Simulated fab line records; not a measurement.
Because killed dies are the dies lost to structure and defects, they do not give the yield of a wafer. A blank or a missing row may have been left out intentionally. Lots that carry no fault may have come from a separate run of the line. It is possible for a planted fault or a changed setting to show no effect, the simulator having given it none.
Split-lot trial ; flow n5_finfet ; on a route of 1938 steps: 7 lots, 21 wafers read

## SPLIT DETAILS
At N5_BEOL_M7_HM_DEP_02 (deposits TiN, target thk 20 nm), the setting target_thk_a was moved away from the recipe's 200 angstrom on 7 of the 21 wafers read, by -12.8% to +7.7%. All remaining wafers had this setting at the recipe value.

## FROM THE SPLIT TO THE READING: what the file shows between them, 8 steps
- N5_BEOL_M7_COAT_59: time 60 s, resist thk 100 nm
- N5_BEOL_M7_COAT_60: time 60 s, resist thk 35 nm
- N5_BEOL_M7_STRIP_68: strips in N2/H2
- N5_BEOL_M7_STRIP_67: strips in CF4
- N5_BEOL_M7_HM_OPEN_17: chemistry Cl2/BCl3, target TiN, target depth 20 nm, overetch 6 nm
- N5_BEOL_M7_STRIP_19: strips in O2
- N5_BEOL_M7_STRIP_76: strips in C4F6/O2
- N5_BEOL_M7_STRIP_36: strips in N2/H2

## THE READING
TiN_of_BEOL_M7_HM_DEP_02.thk_nm (the simulator's own value, which no gauge read), in nm, at N5_BEOL_M7_TRENCH_ETCH_37 (etches SiCOH lowk in C4F6/O2, target depth 93.478 nm, time 31.2 s). There is no usual value for it anywhere in the file. Across the 14 wafers here that went through the recipe, the average is 17.1 nm and the standard deviation 0.36 nm.

wafer;tool, chamber at the split;target_thk_a as run, angstrom;against the recipe;TiN_of_BEOL_M7_HM_DEP_02.thk_nm, nm;against lot-mates on the recipe
L076.3;pvd_sputter-03, -;193.2;-3.4%;16.8;-0.4
L076.4;pvd_sputter-03, -;193.2;-3.4%;16.6;-0.6
L076.5;pvd_sputter-03, -;200;recipe;17.2;-
L079.1;pvd_sputter-03, -;200;recipe;17;-
L079.5;pvd_sputter-03, -;200;recipe;17;-
L079.6;pvd_sputter-03, -;200;recipe;17;-
L086.1;pvd_sputter-01, -;174.3;-12.8%;15;-2.4
L086.4;pvd_sputter-01, -;200;recipe;17.2;-
L086.6;pvd_sputter-01, -;200;recipe;17.6;-
L087.4;pvd_sputter-01, -;215.3;+7.7%;18.6;+1.6
L087.5;pvd_sputter-01, -;200;recipe;17;-
L087.6;pvd_sputter-01, -;215.3;+7.7%;18.8;+1.8
L088.1;pvd_sputter-02, -;200;recipe;17.4;-
L088.5;pvd_sputter-02, -;200;recipe;17.4;-
L088.6;pvd_sputter-02, -;200;recipe;17.8;-
L096.1;pvd_sputter-01, -;210.5;+5.2%;18.4;+1.6
L096.2;pvd_sputter-01, -;200;recipe;16.8;-
L096.6;pvd_sputter-01, -;210.5;+5.2%;18.6;+1.8
L097.1;pvd_sputter-01, -;200;recipe;16.4;-
L097.3;pvd_sputter-01, -;200;recipe;17.2;-
L097.6;pvd_sputter-01, -;200;recipe;16.6;-

THE FIT
A straight line over all 21 wafers: TiN_of_BEOL_M7_HM_DEP_02.thk_nm changes by +0.189 nm for each +1% of target_thk_a; r = +0.92; the points scatter about the line by 0.35 nm.
The same after taking each lot's own level away (the mean of its wafers on the recipe; 21 wafers): +0.215 nm for each +1%; r = +0.96; scatter 0.26 nm.
On that fit, the largest move of target_thk_a shifts the reading by 2.8 nm.
From 16.73 to 17.53 nm: that is the span of the lots' own levels, equal to 2.2 times the standard deviation above.
In other words, the slope is changed by the lot-to-lot level; the two fits disagree.
Check: for one of the wafers moved furthest among these (-12.8%), held out of the fit, the line's prediction against its lot-mates is -2.96 nm. Against them it came out at -2.4 nm.

## ADDITIONAL SPLITS CARRIED BY THESE WAFERS
Other splits were also applied to these wafers ahead of the reading. Each is held against what the fit with the lots' levels taken away leaves over:
other split on the same wafers;wafers away from the commonest value;r with TiN_of_BEOL_M7_HM_DEP_02.thk_nm (lot level and that fit taken away)
N5_BEOL_M4_COAT_05 spin_rpm;7;+0.33
N5_BEOL_M4_TRENCH_ETCH_37 bias_w;7;-0.06
N5_BEOL_M5_COAT_74 spin_rpm;6;-0.14
N5_BEOL_M5_COAT_22 spin_rpm;7;-0.04
N5_BEOL_M7_PECVD_70 time_s;7;-0.04

## THE WHOLE CHAIN: every reading that the file lists as answering this split, in the file's order
step;what it does;reading;change (the file's fit);r (the file's)
N5_BEOL_M7_HM_DEP_02;deposits TiN, target thk 20 nm;TiN_of_BEOL_M7_HM_DEP_02.thk_nm (the simulator's own value, which no gauge read);+0.204 nm for each +1% of the setting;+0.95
N5_BEOL_M7_HM_OPEN_17;chemistry Cl2/BCl3, target TiN, target depth 20 nm, overetch 6 nm;etch.depth_nm (the simulator's own value, which no gauge read);+0.202 nm for each +1% of the setting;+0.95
N5_BEOL_M7_TRENCH_ETCH_37;etches SiCOH lowk in C4F6/O2, target depth 93.478 nm, time 31.2 s;TiN_of_BEOL_M7_HM_DEP_02.thk_nm (the simulator's own value, which no gauge read);+0.207 nm for each +1% of the setting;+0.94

## FILE'S OWN FIT
TiN_of_BEOL_M7_HM_DEP_02.thk_nm changes by +0.207 nm for each +1% of target_thk_a, r = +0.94.
